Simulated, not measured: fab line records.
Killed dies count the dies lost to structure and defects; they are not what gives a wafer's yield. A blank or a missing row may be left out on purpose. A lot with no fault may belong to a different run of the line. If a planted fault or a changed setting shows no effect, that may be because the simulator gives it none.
Chamber matching | flow nand-harc | rie-diel-13 running NHARC_A_STAIRCASE_TRIM_229: 4 sister chambers
The step chemistry O2, time 211.2 s. 4 wafers are shown with their chamber, then 8 later ones without.

## WAFERS, EACH WITH ITS CHAMBER
wafer  | chamber | showerhead-plenum-p-Torr (Torr)
L088.2 | 1       | 3.65
L088.3 | 0       | 3.35
L088.5 | 2       | 3.78
L091.2 | 3       | 3.33

## WAFERS WITH NO CHAMBER GIVEN
wafer  | showerhead-plenum-p-Torr (Torr)
L091.4 | 3.78
L091.5 | 3.78
L093.1 | 3.32
L093.2 | 3.34
L093.4 | 3.77
L094.1 | 3.77
L094.2 | 3.33
L094.4 | 3.32

## WHICH CHAMBER EACH WENT THROUGH
wafer  | from the rows above     | in truth
L091.4 | 2                       | 2
L091.5 | 2                       | 2
L093.1 | 3                       | 3
L093.2 | can't be placed: 3 or 0 | 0
L093.4 | 2                       | 2
L094.1 | 2                       | 2
L094.2 | 3                       | 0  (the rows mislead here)
L094.4 | 3                       | 3
Correct placement for 6 of the 8. Not placeable from these rows: 1 (in 1, the candidates include the true chamber). 1 placed wrongly.
How it was worked out, from the rows above alone: a wafer's distance from a chamber is the root of the sum, over the readings, of the square of ((its reading less the chamber's mean) divided by the reading's scatter). If the next closest chamber is less than 2 further off than the closest, the wafer can't be placed; otherwise it belongs to the closest. For every chamber, the mean is computed from those of its wafers that are shown. The scatter: with one shown wafer a chamber, the root of the mean of the squares of how far each hidden wafer lies from its nearest shown one.
